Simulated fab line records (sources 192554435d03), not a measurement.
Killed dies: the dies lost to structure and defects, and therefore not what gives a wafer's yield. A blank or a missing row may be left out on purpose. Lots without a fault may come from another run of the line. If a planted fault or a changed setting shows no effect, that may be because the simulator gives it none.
What tool caused it? :: flow n5_finfet :: 24 wafers from 8 lots sampled at 6 of the route's 1938 steps

== WHAT THE GAUGES READ, wafer by wafer ==
N5_MOL_CONTACT_COAG_CD_MEAS_84: target cd 25.1 nm. Usual: cd_nm at 25.13 nm, with a standard deviation of 0.24.
lot: L415
measured: day 5 10:51
on: cd_sem-03
cd_nm (nm): 25.00 25.43 25.15
flag: 

lot: L418
measured: day 6 07:37
on: cd_sem-03
cd_nm (nm): 25.35 25.21 25.09
flag: 

lot: L421
measured: day 7 06:58
on: cd_sem-03
cd_nm (nm): 25.34 24.86 24.80
flag: 

lot: L426
measured: day 8 10:31
on: cd_sem-01
cd_nm (nm): 24.88 25.08 25.24
flag: 

lot: L427
measured: day 8 10:52
on: cd_sem-03
cd_nm (nm): 25.11 25.07 25.61
flag: 

lot: L429
measured: day 9 02:46
on: cd_sem-02
cd_nm (nm): 25.67 24.84 25.06
flag: 

lot: L430
measured: day 9 06:32
on: cd_sem-02
cd_nm (nm): 25.36 25.06 25.07
flag: 

lot: L435
measured: day 10 18:20
on: cd_sem-03
cd_nm (nm): 25.35 25.57 25.22
flag: 

N5_MOL_CONTACT_COAG_INSPECT_42: inspects for defects (brightfield). Usual: raw_defect_count at 212, with a standard deviation of 69.
lot: L415
measured: day 5 12:56
on: defect_inspect-02
raw_defect_count: 266 225 232
flag: 

lot: L418
measured: day 6 10:10
on: defect_inspect-01
raw_defect_count: 193 254 190
flag: 

lot: L421
measured: day 7 09:01
on: defect_inspect-02
raw_defect_count: 285 506 385
flag: 

lot: L426
measured: day 8 12:08
on: defect_inspect-01
raw_defect_count: 1314 213 194
flag: OFF

lot: L427
measured: day 8 12:24
on: defect_inspect-02
raw_defect_count: 203 177 339
flag: 

lot: L429
measured: day 9 04:20
on: defect_inspect-01
raw_defect_count: 130 222 135
flag: 

lot: L430
measured: day 9 08:10
on: defect_inspect-02
raw_defect_count: 253 235 1281
flag: OFF

lot: L435
measured: day 10 20:05
on: defect_inspect-02
raw_defect_count: 164 178 157
flag: 

N5_BEOL_M4_RC_MEAS_101. Usual: DIBL_N 36.4 mV/V, standard deviation 1.4; DIBL_P 36.3 mV/V, standard deviation 1.8; IOFF_N 0.163 nA/um, standard deviation 0.024; IOFF_P 0.21 nA/um, standard deviation 0.034; ION_N 673 uA/um, standard deviation 11; ION_P 461 uA/um, standard deviation 7.4; SS_N 71.6 mV/dec, standard deviation 0.52; SS_P 73.3 mV/dec, standard deviation 0.58; VT_N 249.4 mV, standard deviation 2.5; VT_P -250 mV, standard deviation 3.5.
lot: L415
measured: day 8 07:10
on: prober-01
DIBL_N (mV/V): 37.2 37.2 37.5
DIBL_P (mV/V): 38.0 37.4 38.2
IOFF_N (nA/um): 0.170 0.169 0.181
IOFF_P (nA/um): 0.25 0.24 0.24
ION_N (uA/um): 663 668 666
ION_P (uA/um): 456 462 459
SS_N (mV/dec): 71.9 71.2 71.9
SS_P (mV/dec): 73.8 73.4 73.8
VT_N (mV): 245.9 249.0 246.9
VT_P (mV): -246 -248 -248
flag: 

lot: L418
measured: day 9 09:47
on: prober-01
DIBL_N (mV/V): 37.5 39.0 37.6
DIBL_P (mV/V): 38.4 39.6 38.6
IOFF_N (nA/um): 0.198 0.209 0.190
IOFF_P (nA/um): 0.24 0.26 0.24
ION_N (uA/um): 678 679 682
ION_P (uA/um): 458 460 469
SS_N (mV/dec): 72.5 72.6 71.7
SS_P (mV/dec): 74.3 74.2 73.8
VT_N (mV): 247.3 246.0 248.4
VT_P (mV): -249 -252 -249
flag: 

lot: L421
measured: day 9 20:26
on: prober-02
DIBL_N (mV/V): 36.0 35.0 36.5
DIBL_P (mV/V): 36.8 35.7 37.7
IOFF_N (nA/um): 0.169 0.145 0.174
IOFF_P (nA/um): 0.23 0.21 0.26
ION_N (uA/um): 665 666 680
ION_P (uA/um): 461 457 475
SS_N (mV/dec): 72.1 71.0 71.9
SS_P (mV/dec): 73.5 73.2 73.9
VT_N (mV): 248.2 248.0 247.9
VT_P (mV): -247 -249 -244
flag: 

lot: L426
measured: day 11 15:20
on: prober-01
DIBL_N (mV/V): 35.8 35.5 37.7
DIBL_P (mV/V): 37.2 36.3 37.8
IOFF_N (nA/um): 0.162 0.154 0.188
IOFF_P (nA/um): 0.23 0.21 0.27
ION_N (uA/um): 688 684 680
ION_P (uA/um): 474 465 469
SS_N (mV/dec): 70.9 71.5 71.4
SS_P (mV/dec): 72.8 72.7 73.5
VT_N (mV): 247.3 248.5 244.9
VT_P (mV): -246 -248 -244
flag: 

lot: L427
measured: day 11 17:55
on: prober-01
DIBL_N (mV/V): 35.4 35.2 37.6
DIBL_P (mV/V): 36.1 35.5 38.1
IOFF_N (nA/um): 0.172 0.160 0.204
IOFF_P (nA/um): 0.22 0.21 0.25
ION_N (uA/um): 688 664 683
ION_P (uA/um): 466 464 463
SS_N (mV/dec): 72.0 70.9 71.9
SS_P (mV/dec): 73.5 73.1 74.3
VT_N (mV): 246.6 251.5 245.7
VT_P (mV): -246 -246 -245
flag: 

lot: L429
measured: day 11 21:12
on: prober-02
DIBL_N (mV/V): 37.7 35.0 35.7
DIBL_P (mV/V): 35.9 33.7 33.7
IOFF_N (nA/um): 0.174 0.124 0.138
IOFF_P (nA/um): 0.21 0.17 0.17
ION_N (uA/um): 663 661 653
ION_P (uA/um): 451 455 448
SS_N (mV/dec): 72.5 71.4 71.8
SS_P (mV/dec): 73.4 73.3 72.7
VT_N (mV): 252.2 254.1 252.6
VT_P (mV): -249 -250 -256
flag: 

lot: L430
measured: day 12 02:36
on: prober-01
DIBL_N (mV/V): 36.4 34.9 35.2
DIBL_P (mV/V): 37.2 35.6 36.2
IOFF_N (nA/um): 0.175 0.147 0.153
IOFF_P (nA/um): 0.22 0.19 0.19
ION_N (uA/um): 676 683 682
ION_P (uA/um): 461 465 468
SS_N (mV/dec): 71.5 70.5 70.8
SS_P (mV/dec): 73.4 72.6 72.1
VT_N (mV): 248.3 248.1 249.0
VT_P (mV): -248 -251 -251
flag: 

lot: L435
measured: day 13 12:08
on: prober-02
DIBL_N (mV/V): 35.3 34.5 35.9
DIBL_P (mV/V): 31.4 30.9 32.4
IOFF_N (nA/um): 0.130 0.117 0.137
IOFF_P (nA/um): 0.15 0.14 0.16
ION_N (uA/um): 674 669 660
ION_P (uA/um): 453 450 446
SS_N (mV/dec): 71.3 70.8 70.6
SS_P (mV/dec): 72.9 72.6 72.0
VT_N (mV): 250.6 251.5 250.8
VT_P (mV): -258 -257 -255
flag: 

== WHICH TOOL RAN EACH LOT (tool, then ch and the chambers of the sampled wafers, then the start) ==
lot: L415
N5_MOL_CONTACT_COAG_ETCH_90: rie_diel-03 ch 0,1, day 5 11:30
N5_MOL_CONTACT_COAG_ETCH_91: rie_diel-04 ch 0,1, day 5 11:58
N5_MOL_CONTACT_COAG_ETCH_48: rie_diel-04 ch 1,2, day 5 13:40

lot: L418
N5_MOL_CONTACT_COAG_ETCH_90: rie_diel-03 ch 0,1,2, day 6 08:30
N5_MOL_CONTACT_COAG_ETCH_91: rie_diel-04 ch 0,2,3, day 6 09:10
N5_MOL_CONTACT_COAG_ETCH_48: rie_diel-04 ch 1,3, day 6 10:44

lot: L421
N5_MOL_CONTACT_COAG_ETCH_90: rie_diel-04 ch 0,3, day 7 07:43
N5_MOL_CONTACT_COAG_ETCH_91: rie_diel-03 ch 0,2, day 7 08:01
N5_MOL_CONTACT_COAG_ETCH_48: rie_diel-06 ch 1,2, day 7 09:37

lot: L426
N5_MOL_CONTACT_COAG_ETCH_90: rie_diel-04 ch 0,1,2, day 8 10:41
N5_MOL_CONTACT_COAG_ETCH_91: rie_diel-04 ch 0,1,2, day 8 11:16
N5_MOL_CONTACT_COAG_ETCH_48: rie_diel-04 ch 0,1,2, day 8 13:00

lot: L427
N5_MOL_CONTACT_COAG_ETCH_90: rie_diel-04 ch 1,2, day 8 11:02
N5_MOL_CONTACT_COAG_ETCH_91: rie_diel-03 ch 0,1,3, day 8 11:31
N5_MOL_CONTACT_COAG_ETCH_48: rie_diel-06 ch 2,3, day 8 13:10

lot: L429
N5_MOL_CONTACT_COAG_ETCH_90: rie_diel-03 ch 0,2,3, day 9 03:02
N5_MOL_CONTACT_COAG_ETCH_91: rie_diel-06 ch 1,3, day 9 03:20
N5_MOL_CONTACT_COAG_ETCH_48: rie_diel-04 ch 1,3, day 9 04:55

lot: L430
N5_MOL_CONTACT_COAG_ETCH_90: rie_diel-06 ch 0,2, day 9 06:55
N5_MOL_CONTACT_COAG_ETCH_91: rie_diel-04 ch 0,1,2, day 9 07:14
N5_MOL_CONTACT_COAG_ETCH_48: rie_diel-03 ch 0,1,3, day 9 08:45

lot: L435
N5_MOL_CONTACT_COAG_ETCH_90: rie_diel-03 ch 0,2, day 10 18:30
N5_MOL_CONTACT_COAG_ETCH_91: rie_diel-03 ch 0,2, day 10 19:05
N5_MOL_CONTACT_COAG_ETCH_48: rie_diel-03 ch 1,2,3, day 10 20:44
- N5_MOL_CONTACT_COAG_ETCH_90: etches SiARC in CF4, target depth 13 nm, time 21.7 s.
- N5_MOL_CONTACT_COAG_ETCH_91: etches SOC in N2/H2, target depth 60 nm, overetch 21 nm, time 101.2 s.
- N5_MOL_CONTACT_COAG_ETCH_48: etches SiOC in C4F6/O2, target depth 15 nm, overetch 4.5 nm, time 17 s.

== WHAT THE TOOLS THEMSELVES READ (means of the sampled wafers that have a number; where no wafer has one, the mark that the record gives instead) ==
N5_MOL_CONTACT_COAG_ETCH_90. Usual: drypump_motor_current_A 5.5 A, standard deviation 0.37; etch_rf_on_time_s 21.8 s, standard deviation 0.45; oes_product_au 0.69 a.u., standard deviation 0.077; rf_vpp_V 184.3 V, standard deviation 1.1; showerhead_plenum_p_Torr 2.16 Torr, standard deviation 0.068; throttle_valve_pct 15.59 %, standard deviation 0.28.
lot: L415
tool: rie_diel-03
drypump_motor_current_A (A): 5.2
etch_rf_on_time_s (s): 22.0
oes_product_au (a.u.): 0.72
rf_vpp_V (V): 183.1
showerhead_plenum_p_Torr (Torr): 2.11
throttle_valve_pct (%): 15.58
flag: 

lot: L418
tool: rie_diel-03
drypump_motor_current_A (A): 5.4
etch_rf_on_time_s (s): 22.4
oes_product_au (a.u.): 0.72
rf_vpp_V (V): 184.0
showerhead_plenum_p_Torr (Torr): 2.17
throttle_valve_pct (%): 15.47
flag: 

lot: L421
tool: rie_diel-04
drypump_motor_current_A (A): 5.5
etch_rf_on_time_s (s): 21.4
oes_product_au (a.u.): 0.77
rf_vpp_V (V): 184.7
showerhead_plenum_p_Torr (Torr): 2.20
throttle_valve_pct (%): 15.30
flag: 

lot: L426
tool: rie_diel-04
drypump_motor_current_A (A): 5.6
etch_rf_on_time_s (s): 21.4
oes_product_au (a.u.): 0.76
rf_vpp_V (V): 185.0
showerhead_plenum_p_Torr (Torr): 2.21
throttle_valve_pct (%): 15.42
flag: 

lot: L427
tool: rie_diel-04
drypump_motor_current_A (A): 5.7
etch_rf_on_time_s (s): 21.5
oes_product_au (a.u.): 0.76
rf_vpp_V (V): 184.6
showerhead_plenum_p_Torr (Torr): 2.18
throttle_valve_pct (%): 15.19
flag: 

lot: L429
tool: rie_diel-03
drypump_motor_current_A (A): 5.5
etch_rf_on_time_s (s): 21.7
oes_product_au (a.u.): 0.78
rf_vpp_V (V): 184.3
showerhead_plenum_p_Torr (Torr): 2.19
throttle_valve_pct (%): 15.52
flag: 

lot: L430
tool: rie_diel-06
drypump_motor_current_A (A): 5.2
etch_rf_on_time_s (s): 21.7
oes_product_au (a.u.): 0.67
rf_vpp_V (V): 183.5
showerhead_plenum_p_Torr (Torr): 2.10
throttle_valve_pct (%): 15.71
flag: 

lot: L435
tool: rie_diel-03
drypump_motor_current_A (A): 5.3
etch_rf_on_time_s (s): 21.9
oes_product_au (a.u.): 0.72
rf_vpp_V (V): 183.7
showerhead_plenum_p_Torr (Torr): 2.15
throttle_valve_pct (%): 15.51
flag: 

N5_MOL_CONTACT_COAG_ETCH_91. Usual: drypump_motor_current_A 5.5 A, standard deviation 0.38; h2_flow_sccm 200.1 sccm, standard deviation 0.57; oes_product_au 0.69 a.u., standard deviation 0.071; rf_vpp_V 524.7 V, standard deviation 2.4; showerhead_plenum_p_Torr 2.58 Torr, standard deviation 0.082; throttle_valve_pct 17.8 %, standard deviation 0.33.
lot: L415
tool: rie_diel-04
drypump_motor_current_A (A): 5.5
h2_flow_sccm (sccm): 199.7
oes_product_au (a.u.): 0.67
rf_vpp_V (V): 527.1
showerhead_plenum_p_Torr (Torr): 2.68
throttle_valve_pct (%): 18.1
flag: 

lot: L418
tool: rie_diel-04
drypump_motor_current_A (A): 5.5
h2_flow_sccm (sccm): 200.4
oes_product_au (a.u.): 0.74
rf_vpp_V (V): 526.1
showerhead_plenum_p_Torr (Torr): 2.64
throttle_valve_pct (%): 17.5
flag: 

lot: L421
tool: rie_diel-03
drypump_motor_current_A (A): 5.5
h2_flow_sccm (sccm): 200.3
oes_product_au (a.u.): 0.76
rf_vpp_V (V): 526.6
showerhead_plenum_p_Torr (Torr): 2.64
throttle_valve_pct (%): 17.5
flag: 

lot: L426
tool: rie_diel-04
drypump_motor_current_A (A): 5.6
h2_flow_sccm (sccm): 200.1
oes_product_au (a.u.): 0.73
rf_vpp_V (V): 526.3
showerhead_plenum_p_Torr (Torr): 2.63
throttle_valve_pct (%): 17.7
flag: 

lot: L427
tool: rie_diel-03
drypump_motor_current_A (A): 5.4
h2_flow_sccm (sccm): 200.7
oes_product_au (a.u.): 0.72
rf_vpp_V (V): 523.4
showerhead_plenum_p_Torr (Torr): 2.53
throttle_valve_pct (%): 17.9
flag: 

lot: L429
tool: rie_diel-06
drypump_motor_current_A (A): 6.1
h2_flow_sccm (sccm): 200.2
oes_product_au (a.u.): 0.61
rf_vpp_V (V): 524.6
showerhead_plenum_p_Torr (Torr): 2.56
throttle_valve_pct (%): 18.1
flag: 

lot: L430
tool: rie_diel-04
drypump_motor_current_A (A): 5.6
h2_flow_sccm (sccm): 200.4
oes_product_au (a.u.): 0.72
rf_vpp_V (V): 526.0
showerhead_plenum_p_Torr (Torr): 2.63
throttle_valve_pct (%): 17.7
flag: 

lot: L435
tool: rie_diel-03
drypump_motor_current_A (A): 5.2
h2_flow_sccm (sccm): 200.3
oes_product_au (a.u.): 0.71
rf_vpp_V (V): 523.6
showerhead_plenum_p_Torr (Torr): 2.54
throttle_valve_pct (%): 17.7
flag: 

N5_MOL_CONTACT_COAG_ETCH_48. Usual: drypump_motor_current_A 5.5 A, standard deviation 0.36; oes_product_au 0.69 a.u., standard deviation 0.073; rf_vpp_V 1590 V, standard deviation 16; showerhead_plenum_p_Torr 2.87 Torr, standard deviation 0.087; throttle_valve_pct 40.6 %, standard deviation 0.31.
lot: L415
tool: rie_diel-04
drypump_motor_current_A (A): 5.7
oes_product_au (a.u.): 0.70
rf_vpp_V (V): 1593
showerhead_plenum_p_Torr (Torr): 2.91
throttle_valve_pct (%): 40.4
flag: 

lot: L418
tool: rie_diel-04
drypump_motor_current_A (A): 5.6
oes_product_au (a.u.): 0.72
rf_vpp_V (V): 1589
showerhead_plenum_p_Torr (Torr): 2.91
throttle_valve_pct (%): 40.3
flag: 

lot: L421
tool: rie_diel-06
drypump_motor_current_A (A): 5.1
oes_product_au (a.u.): 0.67
rf_vpp_V (V): 1579
showerhead_plenum_p_Torr (Torr): 2.76
throttle_valve_pct (%): 40.9
flag: 

lot: L426
tool: rie_diel-04
drypump_motor_current_A (A): 5.6
oes_product_au (a.u.): 0.71
rf_vpp_V (V): 1591
showerhead_plenum_p_Torr (Torr): 2.93
throttle_valve_pct (%): 40.6
flag: 

lot: L427
tool: rie_diel-06
drypump_motor_current_A (A): 6.0
oes_product_au (a.u.): 0.61
rf_vpp_V (V): 1598
showerhead_plenum_p_Torr (Torr): 2.88
throttle_valve_pct (%): 40.9
flag: 

lot: L429
tool: rie_diel-04
drypump_motor_current_A (A): 5.7
oes_product_au (a.u.): 0.75
rf_vpp_V (V): 1590
showerhead_plenum_p_Torr (Torr): 2.90
throttle_valve_pct (%): 40.4
flag: 

lot: L430
tool: rie_diel-03
drypump_motor_current_A (A): 5.4
oes_product_au (a.u.): 0.74
rf_vpp_V (V): 1591
showerhead_plenum_p_Torr (Torr): 2.83
throttle_valve_pct (%): 40.8
flag: 

lot: L435
tool: rie_diel-03
drypump_motor_current_A (A): 5.7
oes_product_au (a.u.): 0.76
rf_vpp_V (V): 1609
showerhead_plenum_p_Torr (Torr): 2.90
throttle_valve_pct (%): 40.6
flag: 

== THE ANSWER, worked out from the rows above alone ==
Rule: take the mean of a lot's wafers that have a number; if it is more than 3 standard deviations from the usual mean, the lot is off. A lot without any number at a reading at which 4 lots or more have one is off too. All remaining lots with rows at the step are treated as sound. The gauges are gone through in route order, then the tools' own readings, and for those a lot's mean is taken as printed above. The first step at which some lot is off is used, and at that step the reading that is off furthest; a lot without a number counts as furthest.
Off, at N5_MOL_CONTACT_COAG_INSPECT_42 on raw_defect_count: L426, L430.
If a tool, at a process step before that reading, ran all the lots that are off and no sound lot after the first of them, it fits. Those tools and the gauges at N5_MOL_CONTACT_COAG_INSPECT_42 are tried in the same way. One fits: N5_MOL_CONTACT_COAG_ETCH_91 on rie_diel-04. A fault onset in the window from L418 (day 6 09:10, its last sound lot) to L426 (day 8 11:16, its first lot off) fits.

== WHAT WAS PUT IN BY THE SIMULATOR ==
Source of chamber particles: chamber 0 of rie_diel-04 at N5_MOL_CONTACT_COAG_ETCH_91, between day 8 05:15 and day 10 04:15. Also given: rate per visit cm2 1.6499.
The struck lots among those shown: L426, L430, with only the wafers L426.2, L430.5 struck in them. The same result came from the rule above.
